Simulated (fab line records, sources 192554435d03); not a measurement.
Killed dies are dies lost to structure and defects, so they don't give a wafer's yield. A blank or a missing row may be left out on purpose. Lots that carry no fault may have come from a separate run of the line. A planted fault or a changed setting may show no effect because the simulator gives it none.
Split-lot trial || flow n5Finfet || route with 1938 steps; 7 lots, 39 wafers read

ON THE SPLIT
At N5_PASSIVATION_PECVD_35 (deposits SiNx from SiH4/NH3/N2, target thk 700 nm, time 151.3 s), the setting timeS was moved away from the recipe's 151.3 s on 15 of the 39 wafers read, by -47.0% to +54.7%. All remaining wafers had this setting at the recipe value.

The reading comes from the split's own step.

THE READING
SiNx_of_PASSIVATION_PECVD_35.thkNm (the simulator's own value, which no gauge read), in nm, at N5_PASSIVATION_PECVD_35 (deposits SiNx from SiH4/NH3/N2, target thk 700 nm, time 151.3 s). The file gives no usual value for it. Average 701.3 nm, standard deviation 10 nm, over the 24 wafers here run with the recipe.

{"wafer": "L074.1", "tool, chamber at the split": "pecvd-03, 1", "timeS as run, s": 151.3, "against the recipe": "recipe", "SiNx_of_PASSIVATION_PECVD_35.thkNm, nm": 698.6, "against lot-mates on the recipe": "-"}
{"wafer": "L074.2", "tool, chamber at the split": "pecvd-03, 0", "timeS as run, s": 151.3, "against the recipe": "recipe", "SiNx_of_PASSIVATION_PECVD_35.thkNm, nm": 686, "against lot-mates on the recipe": "-"}
{"wafer": "L074.3", "tool, chamber at the split": "pecvd-03, 2", "timeS as run, s": 151.3, "against the recipe": "recipe", "SiNx_of_PASSIVATION_PECVD_35.thkNm, nm": 693.2, "against lot-mates on the recipe": "-"}
{"wafer": "L074.4", "tool, chamber at the split": "pecvd-03, 0", "timeS as run, s": 151.3, "against the recipe": "recipe", "SiNx_of_PASSIVATION_PECVD_35.thkNm, nm": 706, "against lot-mates on the recipe": "-"}
{"wafer": "L074.5", "tool, chamber at the split": "pecvd-03, 1", "timeS as run, s": 151.3, "against the recipe": "recipe", "SiNx_of_PASSIVATION_PECVD_35.thkNm, nm": 700.6, "against lot-mates on the recipe": "-"}
{"wafer": "L074.6", "tool, chamber at the split": "pecvd-03, 2", "timeS as run, s": 151.3, "against the recipe": "recipe", "SiNx_of_PASSIVATION_PECVD_35.thkNm, nm": 707, "against lot-mates on the recipe": "-"}
{"wafer": "L078.1", "tool, chamber at the split": "pecvd-04, 0", "timeS as run, s": 151.3, "against the recipe": "recipe", "SiNx_of_PASSIVATION_PECVD_35.thkNm, nm": 689.8, "against lot-mates on the recipe": "-"}
{"wafer": "L078.2", "tool, chamber at the split": "pecvd-04, 1", "timeS as run, s": 151.3, "against the recipe": "recipe", "SiNx_of_PASSIVATION_PECVD_35.thkNm, nm": 681, "against lot-mates on the recipe": "-"}
{"wafer": "L078.3", "tool, chamber at the split": "pecvd-04, 2", "timeS as run, s": 199.3, "against the recipe": "+31.7%", "SiNx_of_PASSIVATION_PECVD_35.thkNm, nm": 920.6, "against lot-mates on the recipe": "+229.9"}
{"wafer": "L078.4", "tool, chamber at the split": "pecvd-04, 0", "timeS as run, s": 199.3, "against the recipe": "+31.7%", "SiNx_of_PASSIVATION_PECVD_35.thkNm, nm": 921, "against lot-mates on the recipe": "+230.3"}
{"wafer": "L078.5", "tool, chamber at the split": "pecvd-04, 1", "timeS as run, s": 199.3, "against the recipe": "+31.7%", "SiNx_of_PASSIVATION_PECVD_35.thkNm, nm": 927, "against lot-mates on the recipe": "+236.3"}
{"wafer": "L078.6", "tool, chamber at the split": "pecvd-04, 2", "timeS as run, s": 151.3, "against the recipe": "recipe", "SiNx_of_PASSIVATION_PECVD_35.thkNm, nm": 701.2, "against lot-mates on the recipe": "-"}
{"wafer": "L080.1", "tool, chamber at the split": "pecvd-03, 2", "timeS as run, s": 151.3, "against the recipe": "recipe", "SiNx_of_PASSIVATION_PECVD_35.thkNm, nm": 686.2, "against lot-mates on the recipe": "-"}
{"wafer": "L080.2", "tool, chamber at the split": "pecvd-03, 1", "timeS as run, s": 151.3, "against the recipe": "recipe", "SiNx_of_PASSIVATION_PECVD_35.thkNm, nm": 690, "against lot-mates on the recipe": "-"}
{"wafer": "L080.3", "tool, chamber at the split": "pecvd-03, 0", "timeS as run, s": 80.19, "against the recipe": "-47.0%", "SiNx_of_PASSIVATION_PECVD_35.thkNm, nm": 351.4, "against lot-mates on the recipe": -340.2}
{"wafer": "L080.4", "tool, chamber at the split": "pecvd-03, 2", "timeS as run, s": 80.19, "against the recipe": "-47.0%", "SiNx_of_PASSIVATION_PECVD_35.thkNm, nm": 360, "against lot-mates on the recipe": -331.6}
{"wafer": "L080.5", "tool, chamber at the split": "pecvd-03, 1", "timeS as run, s": 151.3, "against the recipe": "recipe", "SiNx_of_PASSIVATION_PECVD_35.thkNm, nm": 698.6, "against lot-mates on the recipe": "-"}
{"wafer": "L080.6", "tool, chamber at the split": "pecvd-03, 0", "timeS as run, s": 80.19, "against the recipe": "-47.0%", "SiNx_of_PASSIVATION_PECVD_35.thkNm, nm": 366.6, "against lot-mates on the recipe": -325.0}
{"wafer": "L081.2", "tool, chamber at the split": "pecvd-04, 0", "timeS as run, s": 151.3, "against the recipe": "recipe", "SiNx_of_PASSIVATION_PECVD_35.thkNm, nm": 694.6, "against lot-mates on the recipe": "-"}
{"wafer": "L081.5", "tool, chamber at the split": "pecvd-04, 2", "timeS as run, s": 151.3, "against the recipe": "recipe", "SiNx_of_PASSIVATION_PECVD_35.thkNm, nm": 716, "against lot-mates on the recipe": "-"}
{"wafer": "L081.6", "tool, chamber at the split": "pecvd-04, 0", "timeS as run, s": 151.3, "against the recipe": "recipe", "SiNx_of_PASSIVATION_PECVD_35.thkNm, nm": 715.8, "against lot-mates on the recipe": "-"}
{"wafer": "L084.1", "tool, chamber at the split": "pecvd-01, 0", "timeS as run, s": 86.64, "against the recipe": "-42.7%", "SiNx_of_PASSIVATION_PECVD_35.thkNm, nm": 399.8, "against lot-mates on the recipe": -313.7}
{"wafer": "L084.2", "tool, chamber at the split": "pecvd-01, 1", "timeS as run, s": 151.3, "against the recipe": "recipe", "SiNx_of_PASSIVATION_PECVD_35.thkNm, nm": 705.8, "against lot-mates on the recipe": "-"}
{"wafer": "L084.3", "tool, chamber at the split": "pecvd-01, 2", "timeS as run, s": 86.64, "against the recipe": "-42.7%", "SiNx_of_PASSIVATION_PECVD_35.thkNm, nm": 409.8, "against lot-mates on the recipe": -303.7}
{"wafer": "L084.4", "tool, chamber at the split": "pecvd-01, 2", "timeS as run, s": 151.3, "against the recipe": "recipe", "SiNx_of_PASSIVATION_PECVD_35.thkNm, nm": 713.4, "against lot-mates on the recipe": "-"}
{"wafer": "L084.5", "tool, chamber at the split": "pecvd-01, 1", "timeS as run, s": 151.3, "against the recipe": "recipe", "SiNx_of_PASSIVATION_PECVD_35.thkNm, nm": 721.2, "against lot-mates on the recipe": "-"}
{"wafer": "L084.6", "tool, chamber at the split": "pecvd-01, 0", "timeS as run, s": 86.64, "against the recipe": "-42.7%", "SiNx_of_PASSIVATION_PECVD_35.thkNm, nm": 407.6, "against lot-mates on the recipe": -305.9}
{"wafer": "L088.1", "tool, chamber at the split": "pecvd-03, 2", "timeS as run, s": 234.1, "against the recipe": "+54.7%", "SiNx_of_PASSIVATION_PECVD_35.thkNm, nm": 1064, "against lot-mates on the recipe": "+365.8"}
{"wafer": "L088.2", "tool, chamber at the split": "pecvd-03, 1", "timeS as run, s": 151.3, "against the recipe": "recipe", "SiNx_of_PASSIVATION_PECVD_35.thkNm, nm": 693.8, "against lot-mates on the recipe": "-"}
{"wafer": "L088.3", "tool, chamber at the split": "pecvd-03, 0", "timeS as run, s": 234.1, "against the recipe": "+54.7%", "SiNx_of_PASSIVATION_PECVD_35.thkNm, nm": 1061, "against lot-mates on the recipe": "+362.8"}
{"wafer": "L088.4", "tool, chamber at the split": "pecvd-03, 1", "timeS as run, s": 151.3, "against the recipe": "recipe", "SiNx_of_PASSIVATION_PECVD_35.thkNm, nm": 698, "against lot-mates on the recipe": "-"}
{"wafer": "L088.5", "tool, chamber at the split": "pecvd-03, 0", "timeS as run, s": 234.1, "against the recipe": "+54.7%", "SiNx_of_PASSIVATION_PECVD_35.thkNm, nm": 1080, "against lot-mates on the recipe": "+381.8"}
{"wafer": "L088.6", "tool, chamber at the split": "pecvd-03, 2", "timeS as run, s": 151.3, "against the recipe": "recipe", "SiNx_of_PASSIVATION_PECVD_35.thkNm, nm": 702.8, "against lot-mates on the recipe": "-"}
{"wafer": "L090.1", "tool, chamber at the split": "pecvd-01, 0", "timeS as run, s": 83.13, "against the recipe": "-45.1%", "SiNx_of_PASSIVATION_PECVD_35.thkNm, nm": 388.2, "against lot-mates on the recipe": -322.0}
{"wafer": "L090.2", "tool, chamber at the split": "pecvd-01, 1", "timeS as run, s": 151.3, "against the recipe": "recipe", "SiNx_of_PASSIVATION_PECVD_35.thkNm, nm": 707, "against lot-mates on the recipe": "-"}
{"wafer": "L090.3", "tool, chamber at the split": "pecvd-01, 2", "timeS as run, s": 151.3, "against the recipe": "recipe", "SiNx_of_PASSIVATION_PECVD_35.thkNm, nm": 709, "against lot-mates on the recipe": "-"}
{"wafer": "L090.4", "tool, chamber at the split": "pecvd-01, 1", "timeS as run, s": 151.3, "against the recipe": "recipe", "SiNx_of_PASSIVATION_PECVD_35.thkNm, nm": 714.6, "against lot-mates on the recipe": "-"}
{"wafer": "L090.5", "tool, chamber at the split": "pecvd-01, 0", "timeS as run, s": 83.13, "against the recipe": "-45.1%", "SiNx_of_PASSIVATION_PECVD_35.thkNm, nm": 395.8, "against lot-mates on the recipe": -314.4}
{"wafer": "L090.6", "tool, chamber at the split": "pecvd-01, 2", "timeS as run, s": 83.13, "against the recipe": "-45.1%", "SiNx_of_PASSIVATION_PECVD_35.thkNm, nm": 394.8, "against lot-mates on the recipe": -315.4}

FIT RESULTS
A straight line over all 39 wafers: SiNx_of_PASSIVATION_PECVD_35.thkNm changes by +6.92 nm for each +1% of timeS; r = +1.00; the points scatter about the line by 11 nm.
The same after taking each lot's own level away (the mean of its wafers on the recipe; 39 wafers): +7.02 nm for each +1%; r = +1.00; scatter 8.3 nm.
That fit puts the effect of the largest move of timeS on the reading at 3.8e+02 nm.
The lots' own levels span 690.67 to 713.47 nm, that is 2.2 times the standard deviation above.
The two slopes are in agreement: the lot-to-lot level therefore moves the slope only a little.
Check: +386 nm against its lot-mates is what the line predicts for one of the wafers moved furthest among these (+54.7%) when that wafer is left out of the fit. It came out at +366 nm against them.

OTHER SPLITS ON THESE WAFERS
Note: prior to the reading, these wafers also went through further splits. Each is held against what the fit with the lots' levels taken away leaves over:
{"other split on the same wafers": "N5_BEOL_M11_ETCH_62 timeS", "wafers away from the commonest value": 15, "r with SiNx_of_PASSIVATION_PECVD_35.thkNm (lot level and that fit taken away)": -0.12}
{"other split on the same wafers": "N5_BEOL_M12_ETCH_68 timeS", "wafers away from the commonest value": 15, "r with SiNx_of_PASSIVATION_PECVD_35.thkNm (lot level and that fit taken away)": -0.07}

FILE'S OWN FIT
SiNx_of_PASSIVATION_PECVD_35.thkNm changes by +7.02 nm for each +1% of timeS, r = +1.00.
